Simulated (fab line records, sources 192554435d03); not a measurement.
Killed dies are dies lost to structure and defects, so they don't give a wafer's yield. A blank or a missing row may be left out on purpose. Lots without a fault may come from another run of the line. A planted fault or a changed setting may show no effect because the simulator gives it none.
Chamber matching | flow n5_finfet | N5_SD_EPI_N_ETCH_35 on rie_diel-03: 4 sister chambers
The step etches SOC in N2/H2, overetch 108 nm, time 486 s. 14 wafers are shown with their chamber, then 7 later ones without.

WAFERS WITH THEIR CHAMBER
wafer  | chamber | showerhead_plenum_p_Torr (Torr) | drypump_motor_current_A (A) | throttle_valve_pct (%)
L074.2 | 2       | 2.62                            | 5.3                         | 24.2
L074.3 | 0       | 2.60                            | 5.8                         | 24.3
L074.6 | 1       | 2.49                            | 6.0                         | 24.0
L075.2 | 2       | 2.61                            | 5.3                         | 24.2
L075.5 | 0       | 2.60                            | 5.9                         | 24.3
L075.6 | 3       | 2.51                            | 5.8                         | 23.9
L076.1 | 3       | 2.51                            | 5.8                         | 23.9
L076.4 | 2       | 2.61                            | 5.3                         | 24.1
L076.6 | 0       | 2.60                            | 5.9                         | 24.3
L084.3 | 1       | 2.49                            | 6.1                         | 23.8
L084.4 | 0       | 2.59                            | 5.9                         | 24.3
L084.5 | 3       | 2.50                            | 5.8                         | 23.9
L088.2 | 3       | 2.49                            | 5.7                         | 23.9
L088.3 | 1       | 2.48                            | 6.0                         | 23.8

SIGNATURES (means of the wafers above)
reading                  | chamber 0 | chamber 1 | chamber 2 | chamber 3 | scatter within a chamber
showerhead_plenum_p_Torr | 2.5975    | 2.4867    | 2.6133    | 2.5025    | 0.00695
drypump_motor_current_A  | 5.875     | 6.033     | 5.300     | 5.775     | 0.0465
throttle_valve_pct       | 24.300    | 23.867    | 24.167    | 23.900    | 0.0577
Rule: a wafer's distance from a chamber is the root of the sum, over the readings, of the square of ((its reading less the chamber's mean) divided by the reading's scatter). The wafer belongs to the nearest chamber; if the next one is less than 2 further off, it can't be placed. The scatter: the root of (the sum of the squares of (reading less its chamber's mean) over the shown wafers, divided by (wafers less chambers)).

WAFERS WITHOUT THEIR CHAMBER
wafer  | showerhead_plenum_p_Torr (Torr) | drypump_motor_current_A (A) | throttle_valve_pct (%)
L088.5 | 2.60                            | 5.4                         | 23.8
L093.2 | 2.48                            | 6.0                         | 23.8
L093.5 | 2.59                            | 5.9                         | 23.9
L093.6 | 2.60                            | 5.3                         | 23.8
L095.1 | 2.49                            | 5.8                         | 23.6
L095.3 | 2.60                            | 5.3                         | 23.8
L095.4 | 2.48                            | 6.0                         | 23.9

WHICH CHAMBER EACH WENT THROUGH
wafer  | from the rows above     | in truth
L088.5 | 2                       | 2
L093.2 | 1                       | 1
L093.5 | 0                       | 0
L093.6 | 2                       | 2
L095.1 | can't be placed: 3 or 1 | 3
L095.3 | 2                       | 2
L095.4 | 1                       | 1
Placed correctly: 6 of 7. Can't be placed from these rows: 1 (the true chamber is among the candidates in 1). Placed wrongly: 0.
